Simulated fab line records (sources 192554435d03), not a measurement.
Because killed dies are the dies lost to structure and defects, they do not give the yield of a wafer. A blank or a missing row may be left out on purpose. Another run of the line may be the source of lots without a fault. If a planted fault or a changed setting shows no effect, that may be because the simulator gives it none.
Matching of chambers | flow n5 finfet | 4 sister chambers for N5_MOL_CONTACT_COAG_CMP_52 on cmp-03
The step polishes, stops on SiO2, t overpolish 1.5 s, target thk 66.5 nm. 14 wafers are shown with their chamber, then 6 later ones without.

== EACH WAFER AND ITS CHAMBER ==
wafer  | chamber | motor current A (A) | time to endpoint s (s) | overpolish run s (s)
L076.2 | 2       | 12.0                | 12.9                   | 1.495
L076.4 | 3       | 14.1                | 10.8                   | 1.502
L077.2 | 3       | 13.9                | 11.4                   | 1.502
L077.4 | 1       | 13.8                | 10.1                   | 1.499
L078.1 | 0       | 11.6                | 11.9                   | 1.480
L078.3 | 3       | 13.9                | 11.6                   | 1.502
L079.3 | 2       | 11.2                | 12.8                   | 1.511
L079.4 | 0       | 11.9                | 12.1                   | 1.503
L082.1 | 1       | 13.2                | 11.0                   | 1.510
L082.3 | 3       | 13.3                | 10.6                   | 1.515
L082.4 | 2       | 11.1                | 12.0                   | 1.499
L084.1 | 1       | 12.7                | 11.3                   | 1.476
L084.3 | 0       | 12.0                | 14.6                   | 1.497
L084.4 | 2       | 12.1                | 14.0                   | 1.496

SIGNATURES (means of the wafers above)
reading            | chamber 0 | chamber 1 | chamber 2 | chamber 3 | scatter within a chamber
motor current A    | 11.833    | 13.233    | 11.600    | 13.800    | 0.433
time to endpoint s | 12.867    | 10.800    | 12.925    | 11.100    | 0.895
overpolish run s   | 1.49333   | 1.49500   | 1.50025   | 1.50525   | 0.0108
Rule: a wafer lies at a distance from a chamber equal to the root of the sum of squares, over the readings, of (its reading less the chamber's mean, divided by the reading's scatter). The wafer belongs to the nearest chamber; if the next one is less than 2 further off, it can't be placed. The scatter: take each reading less its chamber's mean, square it, sum over the shown wafers, divide by the number of wafers less the number of chambers, and take the root.

== WAFERS WHOSE CHAMBER IS MISSING ==
wafer  | motor current A (A) | time to endpoint s (s) | overpolish run s (s)
L086.1 | 11.6                | 14.3                   | 1.514
L086.2 | 11.1                | 18.1                   | 1.489
L087.3 | 13.6                | 9.4                    | 1.508
L092.1 | 11.8                | 14.1                   | 1.507
L092.2 | 11.6                | 14.6                   | 1.503
L096.1 | 11.2                | 11.9                   | 1.484

== EACH ONE'S CHAMBER ==
wafer  | from the rows above     | in truth
L086.1 | can't be placed: 2 or 0 | 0
L086.2 | can't be placed: 2 or 0 | 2
L087.3 | can't be placed: 3 or 1 | 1
L092.1 | can't be placed: 2 or 0 | 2
L092.2 | can't be placed: 2 or 0 | 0
L096.1 | can't be placed: 0 or 2 | 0
0 of 6 placed correctly. Not placeable from these rows: 6 (in 6, the candidates include the true chamber). Number placed wrongly: 0.
